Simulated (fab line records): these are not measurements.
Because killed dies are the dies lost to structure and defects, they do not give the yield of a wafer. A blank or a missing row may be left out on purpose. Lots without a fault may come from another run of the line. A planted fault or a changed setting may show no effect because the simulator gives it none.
fab line records	flow n5Finfet
[record] lots = 24	wafers = 72	lastDay = 18
route steps=1938 shown BEOL_M12@1622 BEOL_M13@1669
lots untouched by any fault: they come from a run of this same line in which no faults occurred
startH: hours from the record's opening day to when the first of the lot's shown wafers began	waitH: hours elapsed since this lot's preceding step	" the same as in the row above	L1.1+2: one row covering several wafers at once	- no value, or no start was given	* or withheld: withheld	< > ~ a bound
route shown NAME@n: names a module that has steps shown in the file, with the first one's number in the route	usual: mean and standard deviation over wafers with no fault	same: alike in all rows	chamber/n: place in a boat	sites: per-site readings	_std_site: how widely they spread, as a standard deviation	_edge_site: inner sites' mean taken away from outer sites' mean	radiusMm: how far each site lies from the wafer's centre	mask NAME#n: copy n	behind: the last tool/chamber to shape the wafer	hold: the reason the lot was held/the length of the hold in hours/how it ended	device: whichever transistor did not switch (one of n, p or np)	end of line: the route-end tests of the same wafers	for a step that has no rows: nothing shown but its recipe	killed: not the wafer's yield, but the dies lost to structure and defects at the first sort	map: dies across one wafer; x = killed, . = not, _ = none there
set.NAME: setting as actually run; set.NAME@STEP: the setting as run at that earlier step	model.NAME: the simulator's own value behind a step, which no gauge read
steps of the route over a sample of lots; a table a step, a row a wafer
services: when a tool's chamber went out of use (startH, in hours from the record's first day, below 0 if earlier), for how many hours, and the reason
[[steps]]
[step N5_BEOL_M12_CD_MEAS_17]
[recipe] targetCdNm = 140	polarity = opening
[usual] cdNm = 140.8/1.9
lot.wafer	tool	chamber	startH	waitH	cdNm
L076.1	cdSem-02	-	224.63	0.0	143.1
L076.3	"	-	"	"	141.6
L076.5	"	-	"	"	141.9
L075.2	cdSem-01	-	225.19	0.0	139.1
L075.3	"	-	"	"	140.8
L075.4	"	-	"	"	137.9
L074.1	cdSem-03	-	229.86	0.0	142.7
L074.3	"	-	"	"	138.9
L074.5	"	-	"	"	144.6
L077.3	cdSem-02	-	241.46	0.0	139.5
L077.4	"	-	"	"	140.5
L077.6	"	-	"	"	140.0
L078.1	cdSem-02	-	252.84	0.0	141.9
L078.4	"	-	"	"	140.9
L078.6	"	-	"	"	140.3
L079.1	cdSem-01	-	259.03	0.0	143.2
L079.4	"	-	"	"	139.9
L079.6	"	-	"	"	143.8
L080.1	cdSem-02	-	269.02	0.0	141.1
L080.2	"	-	"	"	143.6
L080.3	"	-	"	"	143.0
L081.3	cdSem-01	-	276.62	0.0	142.0
L081.5	"	-	"	"	143.0
L081.6	"	-	"	"	137.7
L083.1	cdSem-02	-	278.15	0.0	142.7
L083.2	"	-	"	"	142.9
L083.6	"	-	"	"	140.5
L084.1	cdSem-01	-	285.70	0.0	140.7
L084.2	"	-	"	"	140.5
L084.4	"	-	"	"	142.8
L082.2	cdSem-03	-	287.02	0.0	142.3
L082.4	"	-	"	"	141.5
L082.6	"	-	"	"	140.7
L085.1	cdSem-01	-	293.83	0.0	141.7
L085.2	"	-	"	"	140.7
L085.3	"	-	"	"	142.9
L086.2	cdSem-03	-	309.69	0.0	139.7
L086.3	"	-	"	"	138.8
L086.6	"	-	"	"	141.2
L087.1	cdSem-03	-	318.79	0.0	140.3
L087.3	"	-	"	"	144.0
L087.5	"	-	"	"	141.6
L088.1	cdSem-02	-	319.47	0.0	142.6
L088.2	"	-	"	"	139.5
L088.6	"	-	"	"	141.4
L089.1	cdSem-02	-	323.60	0.0	144.3
L089.2	"	-	"	"	142.6
L089.5	"	-	"	"	142.6
L090.3	cdSem-01	-	326.48	0.0	143.5
L090.4	"	-	"	"	140.5
L090.5	"	-	"	"	139.4
L091.1	cdSem-03	-	326.75	0.0	136.7
L091.3	"	-	"	"	137.3
L091.5	"	-	"	"	138.4
L092.1	cdSem-03	-	342.37	0.0	141.0
L092.2	"	-	"	"	138.4
L092.3	"	-	"	"	138.3
L094.1	cdSem-02	-	357.65	0.0	139.6
L094.5	"	-	"	"	139.3
L094.6	"	-	"	"	139.5
L093.2	cdSem-02	-	359.10	0.0	143.8
L093.4	"	-	"	"	138.6
L093.6	"	-	"	"	140.8
L097.3	cdSem-03	-	366.02	0.0	138.2
L097.5	"	-	"	"	139.5
L097.6	"	-	"	"	141.5
L096.3	cdSem-01	-	381.42	0.0	140.9
L096.4	"	-	"	"	142.1
L096.5	"	-	"	"	139.2
L095.1	cdSem-02	-	381.45	0.0	136.6
L095.5	"	-	"	"	140.4
L095.6	"	-	"	"	140.3
[step N5_BEOL_M12_DEGAS_41]
[recipe] ambient = vacuum	tempC = 250	timeS = 60
[usual] heaterPowerW = 339/34
[same] timeS = 60
lot.wafer	tool	chamber	startH	waitH	heaterPowerW
L076.1	pvdSputter-02	-	228.80	0.4	357
L076.3	"	-	"	"	366
L076.5	"	-	"	"	293
L075.2	pvdSputter-03	-	229.55	0.3	347
L075.3	"	-	"	"	307
L075.4	"	-	"	"	331
L074.1	pvdSputter-01	-	234.86	0.3	307
L074.3	"	-	"	"	307
L074.5	"	-	"	"	308
L077.3	pvdSputter-01	-	244.13	0.3	355
L077.4	"	-	"	"	334
L077.6	"	-	"	"	314
L078.1	pvdSputter-02	-	258.34	0.5	408
L078.4	"	-	"	"	360
L078.6	"	-	"	"	354
L079.1	pvdSputter-01	-	260.52	0.1	316
L079.4	"	-	"	"	356
L079.6	"	-	"	"	360
L080.1	pvdSputter-03	-	273.86	0.0	312
L080.2	"	-	"	"	305
L080.3	"	-	"	"	342
L081.3	pvdSputter-02	-	280.27	0.3	355
L081.5	"	-	"	"	346
L081.6	"	-	"	"	404
L083.1	pvdSputter-02	-	283.23	0.2	293
L083.2	"	-	"	"	404
L083.6	"	-	"	"	366
L084.1	pvdSputter-02	-	291.86	0.2	361
L084.2	"	-	"	"	400
L084.4	"	-	"	"	292
L082.2	pvdSputter-01	-	293.12	0.1	337
L082.4	"	-	"	"	341
L082.6	"	-	"	"	308
L085.1	pvdSputter-02	-	299.12	0.4	293
L085.2	"	-	"	"	362
L085.3	"	-	"	"	415
L086.2	pvdSputter-03	-	313.61	0.3	304
L086.3	"	-	"	"	360
L086.6	"	-	"	"	309
L087.1	pvdSputter-01	-	320.52	0.2	353
L087.3	"	-	"	"	317
L087.5	"	-	"	"	313
L088.1	pvdSputter-03	-	323.79	0.4	300
L088.2	"	-	"	"	343
L088.6	"	-	"	"	347
L089.1	pvdSputter-02	-	327.63	0.3	402
L089.2	"	-	"	"	287
L089.5	"	-	"	"	369
L090.3	pvdSputter-02	-	328.08	0.4	289
L090.4	"	-	"	"	399
L090.5	"	-	"	"	282
L091.1	pvdSputter-02	-	331.21	1.0	355
L091.3	"	-	"	"	403
L091.5	"	-	"	"	401
L092.1	pvdSputter-03	-	345.53	0.3	302
L092.2	"	-	"	"	363
L092.3	"	-	"	"	350
L094.1	pvdSputter-01	-	359.53	0.4	320
L094.5	"	-	"	"	356
L094.6	"	-	"	"	342
L093.2	pvdSputter-02	-	361.09	0.4	404
L093.4	"	-	"	"	375
L093.6	"	-	"	"	346
L097.3	pvdSputter-03	-	371.53	0.2	352
L097.5	"	-	"	"	355
L097.6	"	-	"	"	349
L096.3	pvdSputter-01	-	384.00	0.3	319
L096.4	"	-	"	"	313
L096.5	"	-	"	"	347
L095.1	pvdSputter-02	-	385.54	0.8	346
L095.5	"	-	"	"	348
L095.6	"	-	"	"	289
[step N5_BEOL_M12_INSPECT_55]
[recipe] inspectInstrument = darkfield	mode = postDep
[usual] rawDefectCount = 75/23
lot.wafer	tool	chamber	startH	waitH	rawDefectCount
L076.1	defectInspect-01	-	230.19	0.0	55
L076.3	"	-	"	"	147
L076.5	"	-	"	"	57
L075.2	defectInspect-02	-	231.59	0.0	58
L075.3	"	-	"	"	52
L075.4	"	-	"	"	39
L074.1	defectInspect-02	-	236.14	0.0	83
L074.3	"	-	"	"	73
L074.5	"	-	"	"	54
L077.3	defectInspect-01	-	245.43	0.0	50
L077.4	"	-	"	"	64
L077.6	"	-	"	"	111
L078.1	defectInspect-01	-	259.58	0.0	74
L078.4	"	-	"	"	43
L078.6	"	-	"	"	64
L079.1	defectInspect-02	-	261.77	0.0	50
L079.4	"	-	"	"	112
L079.6	"	-	"	"	51
L080.1	defectInspect-02	-	275.11	0.0	136
L080.2	"	-	"	"	63
L080.3	"	-	"	"	53
L081.3	defectInspect-02	-	281.62	0.0	92
L081.5	"	-	"	"	58
L081.6	"	-	"	"	70
L083.1	defectInspect-02	-	284.47	0.0	52
L083.2	"	-	"	"	65
L083.6	"	-	"	"	44
L084.1	defectInspect-01	-	293.22	0.0	89
L084.2	"	-	"	"	104
L084.4	"	-	"	"	93
L082.2	defectInspect-02	-	294.38	0.0	90
L082.4	"	-	"	"	58
L082.6	"	-	"	"	42
L085.1	defectInspect-01	-	300.36	0.0	96
L085.2	"	-	"	"	61
L085.3	"	-	"	"	69
L086.2	defectInspect-01	-	314.88	0.0	49
L086.3	"	-	"	"	50
L086.6	"	-	"	"	63
L087.1	defectInspect-02	-	321.76	0.0	94
L087.3	"	-	"	"	108
L087.5	"	-	"	"	105
L088.1	defectInspect-02	-	325.03	0.0	85
L088.2	"	-	"	"	113
L088.6	"	-	"	"	83
L089.1	defectInspect-02	-	328.92	0.0	60
L089.2	"	-	"	"	65
L089.5	"	-	"	"	45
L090.3	defectInspect-01	-	329.37	0.0	74
L090.4	"	-	"	"	90
L090.5	"	-	"	"	79
L091.1	defectInspect-01	-	332.47	0.0	72
L091.3	"	-	"	"	96
L091.5	"	-	"	"	86
L092.1	defectInspect-01	-	346.79	0.0	84
L092.2	"	-	"	"	74
L092.3	"	-	"	"	134
L094.1	defectInspect-01	-	360.78	0.0	65
L094.5	"	-	"	"	92
L094.6	"	-	"	"	90
L093.2	defectInspect-01	-	362.33	0.0	46
L093.4	"	-	"	"	64
L093.6	"	-	"	"	78
L097.3	defectInspect-02	-	372.78	0.0	89
L097.5	"	-	"	"	129
L097.6	"	-	"	"	66
L096.3	defectInspect-02	-	385.29	0.0	90
L096.4	"	-	"	"	89
L096.5	"	-	"	"	85
L095.1	defectInspect-02	-	386.81	0.0	74
L095.5	"	-	"	"	86
L095.6	"	-	"	"	92
[step N5_BEOL_M13_CD_MEAS_10]
[recipe] targetCdNm = 190	landingEnergyEv = 500	detector = seInlens	polarity = opening
[usual] cdNm = 189.1/1.6
lot.wafer	tool	chamber	startH	waitH	cdNm
L076.1	cdSem-03	0	230.74	-	189.7
L076.3	"	0	"	"	190.2
L076.5	"	0	"	"	190.0
L075.2	cdSem-03	0	232.08	-	191.5
L075.3	"	0	"	"	190.8
L075.4	"	0	"	"	190.5
L074.1	cdSem-02	0	236.63	-	188.8
L074.3	"	0	"	"	190.6
L074.5	"	0	"	"	188.5
L077.3	cdSem-03	0	246.04	-	187.0
L077.4	"	0	"	"	187.2
L077.6	"	0	"	"	186.9
L078.1	cdSem-02	0	260.08	-	187.7
L078.4	"	0	"	"	188.7
L078.6	"	0	"	"	188.1
L079.1	cdSem-01	0	262.26	-	189.8
L079.4	"	0	"	"	189.1
L079.6	"	0	"	"	189.3
L080.1	cdSem-01	0	275.60	-	188.5
L080.2	"	0	"	"	188.2
L080.3	"	0	"	"	190.0
L081.3	cdSem-01	0	282.24	-	192.1
L081.5	"	0	"	"	191.9
L081.6	"	0	"	"	192.4
L083.1	cdSem-02	0	284.96	-	190.6
L083.2	"	0	"	"	190.2
L083.6	"	0	"	"	189.8
L084.1	cdSem-02	0	293.71	-	189.0
L084.2	"	0	"	"	190.1
L084.4	"	0	"	"	189.4
L082.2	cdSem-02	0	295.00	-	191.1
L082.4	"	0	"	"	186.9
L082.6	"	0	"	"	189.1
L085.1	cdSem-03	0	300.98	-	189.4
L085.2	"	0	"	"	189.3
L085.3	"	0	"	"	188.5
L086.2	cdSem-01	0	315.50	-	187.7
L086.3	"	0	"	"	188.1
L086.6	"	0	"	"	188.3
L087.1	cdSem-01	0	322.25	-	189.1
L087.3	"	0	"	"	187.9
L087.5	"	0	"	"	189.4
L088.1	cdSem-02	0	325.65	-	187.9
L088.2	"	0	"	"	187.9
L088.6	"	0	"	"	187.5
L089.1	cdSem-02	0	329.41	-	187.3
L089.2	"	0	"	"	187.1
L089.5	"	0	"	"	187.4
L090.3	cdSem-02	0	329.99	-	189.2
L090.4	"	0	"	"	187.9
L090.5	"	0	"	"	189.9
L091.1	cdSem-03	0	333.08	-	187.6
L091.3	"	0	"	"	188.3
L091.5	"	0	"	"	187.9
L092.1	cdSem-01	0	347.41	-	189.8
L092.2	"	0	"	"	189.0
L092.3	"	0	"	"	187.9
L094.1	cdSem-02	0	361.27	-	189.9
L094.5	"	0	"	"	190.3
L094.6	"	0	"	"	189.6
L093.2	cdSem-03	0	362.95	-	189.8
L093.4	"	0	"	"	186.8
L093.6	"	0	"	"	189.0
L097.3	cdSem-03	0	373.27	-	186.0
L097.5	"	0	"	"	184.7
L097.6	"	0	"	"	186.0
L096.3	cdSem-02	0	385.91	-	191.1
L096.4	"	0	"	"	189.8
L096.5	"	0	"	"	191.7
L095.1	cdSem-01	0	387.42	-	186.5
L095.5	"	0	"	"	187.9
L095.6	"	0	"	"	186.5
[step N5_BEOL_M13_STRIP_64]
[recipe] chemistry = N2/H2	powerW = 1000	tempC = 250	h2Frac = 0.65	overashFraction = 0.3	pressureMtorr = withheld	n2FlowSccm = 1750	h2FlowSccm = 3250
[usual] drypumpMotorCurrentA = 6.0/0.35	heaterPowerW = 325/20	oesProductAu = 0.715/0.0042	stripTimeToEndpointS = 31.34/0.07
lot.wafer	tool	chamber	startH	waitH	drypumpMotorCurrentA	heaterPowerW	oesProductAu	rfHoursCounterH	stripTimeToEndpointS
L076.1	plasmaAsher-01	0	231.21	0.0	5.9	324	0.715	61	31.32
L076.3	"	1	"	"	6.2	336	0.707	-	31.40
L076.5	"	1	"	"	6.2	329	0.718	-	31.36
L075.2	plasmaAsher-02	1	232.86	0.0	5.7	302	0.717	122	31.46
L075.3	"	1	"	"	5.6	299	0.705	-	31.39
L075.4	"	0	"	"	6.4	352	0.712	-	31.43
L074.1	plasmaAsher-01	0	237.11	0.0	5.9	324	0.716	63	31.36
L074.3	"	0	"	"	5.8	325	0.713	-	31.36
L074.5	"	1	"	"	6.2	327	0.718	-	31.45
L077.3	plasmaAsher-02	0	246.53	0.0	6.4	341	0.714	-	31.41
L077.4	"	1	"	"	5.7	310	0.722	-	31.49
L077.6	"	1	"	"	5.6	299	0.711	-	31.46
L078.1	plasmaAsher-02	0	260.55	0.0	6.4	343	0.712	128	31.26
L078.4	"	1	"	"	5.6	292	0.718	-	31.36
L078.6	"	1	"	"	5.6	296	0.719	-	31.34
L079.1	plasmaAsher-01	0	262.73	0.0	5.9	326	0.722	68	31.45
L079.4	"	0	"	"	5.8	317	0.718	-	31.44
L079.6	"	0	"	"	5.8	323	0.714	-	31.44
L080.1	plasmaAsher-02	0	276.08	0.0	6.4	355	0.714	130	31.48
L080.2	"	1	"	"	5.6	304	0.719	130	31.34
L080.3	"	1	"	"	5.6	289	0.709	-	31.29
L081.3	plasmaAsher-01	0	282.73	0.0	5.8	323	0.715	-	31.26
L081.5	"	0	"	"	5.8	322	0.710	-	31.29
L081.6	"	1	"	"	6.2	335	0.716	-	31.20
L083.1	plasmaAsher-01	0	285.43	0.0	5.9	317	0.709	72	31.30
L083.2	"	1	"	"	6.4	325	0.714	72	31.26
L083.6	"	0	"	"	5.9	317	0.719	-	31.31
L084.1	plasmaAsher-02	0	294.22	0.0	6.4	342	0.713	135	31.37
L084.2	"	1	"	"	5.6	298	0.714	135	31.25
L084.4	"	0	"	"	6.4	350	0.716	-	31.30
L082.2	plasmaAsher-02	1	295.52	0.0	5.6	293	0.712	135	31.27
L082.4	"	1	"	"	5.6	290	0.718	-	31.29
L082.6	"	1	"	"	5.6	290	0.720	-	31.30
L085.1	plasmaAsher-02	0	301.45	0.0	6.4	351	0.715	138	31.24
L085.2	"	1	"	"	5.6	299	0.723	138	31.25
L085.3	"	1	"	"	5.6	298	0.718	-	31.23
L086.2	plasmaAsher-02	1	315.97	0.0	5.7	303	0.714	141	31.35
L086.3	"	0	"	"	6.4	352	0.717	-	31.35
L086.6	"	1	"	"	5.7	295	0.713	-	31.36
L087.1	plasmaAsher-01	1	322.72	0.0	6.2	328	0.716	76	31.36
L087.3	"	0	"	"	5.8	331	0.716	-	31.32
L087.5	"	1	"	"	6.2	333	0.707	-	31.35
L088.1	plasmaAsher-02	1	326.12	0.0	5.6	300	0.718	143	31.33
L088.2	"	0	"	"	6.5	349	0.716	143	31.27
L088.6	"	1	"	"	5.6	295	0.712	-	31.35
L089.1	plasmaAsher-01	0	329.88	0.0	5.8	329	0.706	78	31.44
L089.2	"	1	"	"	6.3	335	0.724	78	31.36
L089.5	"	1	"	"	6.3	326	0.711	-	31.37
L090.3	plasmaAsher-01	1	330.48	0.0	6.2	323	0.711	-	31.34
L090.4	"	0	"	"	5.8	324	0.712	-	31.36
L090.5	"	1	"	"	6.2	326	0.720	-	31.29
L091.1	plasmaAsher-02	1	333.65	0.0	5.6	301	0.718	146	31.36
L091.3	"	1	"	"	5.6	297	0.713	-	31.32
L091.5	"	1	"	"	5.6	294	0.716	-	31.37
L092.1	plasmaAsher-02	1	348.06	0.0	5.6	304	0.719	148	31.49
L092.2	"	0	"	"	6.4	354	0.720	148	31.48
L092.3	"	1	"	"	5.6	295	0.712	-	31.47
L094.1	plasmaAsher-02	1	361.76	0.0	5.6	291	0.715	150	31.31
L094.5	"	0	"	"	6.5	348	0.714	-	31.26
L094.6	"	1	"	"	5.6	305	0.718	-	31.31
L093.2	plasmaAsher-01	1	363.51	0.0	6.3	321	0.708	84	31.30
L093.4	"	0	"	"	5.8	324	0.723	-	31.30
L093.6	"	0	"	"	5.9	322	0.726	-	31.28
L097.3	plasmaAsher-02	0	373.76	0.0	6.5	357	0.719	-	31.38
L097.5	"	0	"	"	6.5	353	0.716	-	31.34
L097.6	"	1	"	"	5.6	302	0.712	-	31.39
L096.3	plasmaAsher-01	1	386.39	0.0	6.2	321	0.714	-	31.24
L096.4	"	0	"	"	5.8	332	0.719	-	31.18
L096.5	"	0	"	"	5.8	321	0.712	-	31.20
L095.1	plasmaAsher-02	0	387.90	0.0	6.4	362	0.716	155	31.34
L095.5	"	0	"	"	6.5	350	0.713	-	31.30
L095.6	"	1	"	"	5.6	305	0.706	-	31.28
[step N5_BEOL_M13_OVL_MEAS_29]
[recipe] pointsPerWafer = 44
[usual] M13_OVL = -1/6
lot.wafer	tool	chamber	startH	waitH	M13_OVL[nm]
L076.1	overlay-02	0	231.85	0.0	5
L076.3	"	0	"	"	5
L076.5	"	0	"	"	-4
L075.2	overlay-01	0	233.40	0.0	-10
L075.3	"	0	"	"	-6
L075.4	"	0	"	"	-4
L074.1	overlay-01	0	237.81	0.1	0
L074.3	"	0	"	"	11
L074.5	"	0	"	"	5
L077.3	overlay-01	0	247.02	0.0	0
L077.4	"	0	"	"	9
L077.6	"	0	"	"	4
L078.1	overlay-02	0	261.18	0.0	2
L078.4	"	0	"	"	1
L078.6	"	0	"	"	1
L079.1	overlay-01	0	263.24	0.0	0
L079.4	"	0	"	"	-1
L079.6	"	0	"	"	-2
L080.1	overlay-02	0	276.71	0.0	-19
L080.2	"	0	"	"	-14
L080.3	"	0	"	"	-15
L081.3	overlay-02	0	283.34	0.0	-13
L081.5	"	0	"	"	-9
L081.6	"	0	"	"	-11
L083.1	overlay-02	0	286.07	0.0	-8
L083.2	"	0	"	"	-3
L083.6	"	0	"	"	-6
L084.1	overlay-02	0	294.72	0.0	-3
L084.2	"	0	"	"	3
L084.4	"	0	"	"	1
L082.2	overlay-02	0	296.15	0.0	8
L082.4	"	0	"	"	7
L082.6	"	0	"	"	6
L085.1	overlay-02	0	302.08	0.0	-5
L085.2	"	0	"	"	-4
L085.3	"	0	"	"	-12
L086.2	overlay-01	0	316.51	0.0	7
L086.3	"	0	"	"	3
L086.6	"	0	"	"	-7
L087.1	overlay-01	0	323.35	0.0	-2
L087.3	"	0	"	"	-5
L087.5	"	0	"	"	0
L088.1	overlay-02	0	326.75	0.0	6
L088.2	"	0	"	"	1
L088.6	"	0	"	"	-1
L089.1	overlay-01	0	330.51	0.0	3
L089.2	"	0	"	"	0
L089.5	"	0	"	"	11
L090.3	overlay-01	0	330.96	0.0	-4
L090.4	"	0	"	"	2
L090.5	"	0	"	"	-5
L091.1	overlay-01	0	334.15	0.0	6
L091.3	"	0	"	"	-3
L091.5	"	0	"	"	-2
L092.1	overlay-02	0	348.72	0.0	-6
L092.2	"	0	"	"	-11
L092.3	"	0	"	"	-9
L094.1	overlay-02	0	362.26	0.0	0
L094.5	"	0	"	"	0
L094.6	"	0	"	"	3
L093.2	overlay-02	0	364.01	0.0	-3
L093.4	"	0	"	"	-3
L093.6	"	0	"	"	-6
L097.3	overlay-01	0	374.24	0.0	-4
L097.5	"	0	"	"	4
L097.6	"	0	"	"	0
L096.3	overlay-02	0	386.89	0.0	2
L096.4	"	0	"	"	-5
L096.5	"	0	"	"	5
L095.1	overlay-02	0	388.40	0.0	6
L095.5	"	0	"	"	6
L095.6	"	0	"	"	3
[[services]]
tool	chamber	startH	hours	kind
pvdSputter-03	-	276.23	36.1	repair
plasmaAsher-01	-	292.70	15.5	repair
plasmaAsher-02	-	311.85	0.3	repair
plasmaAsher-01	-	355.39	0.5	repair
pvdSputter-01	-	367.26	0.6	repair
[[key]]
fault none
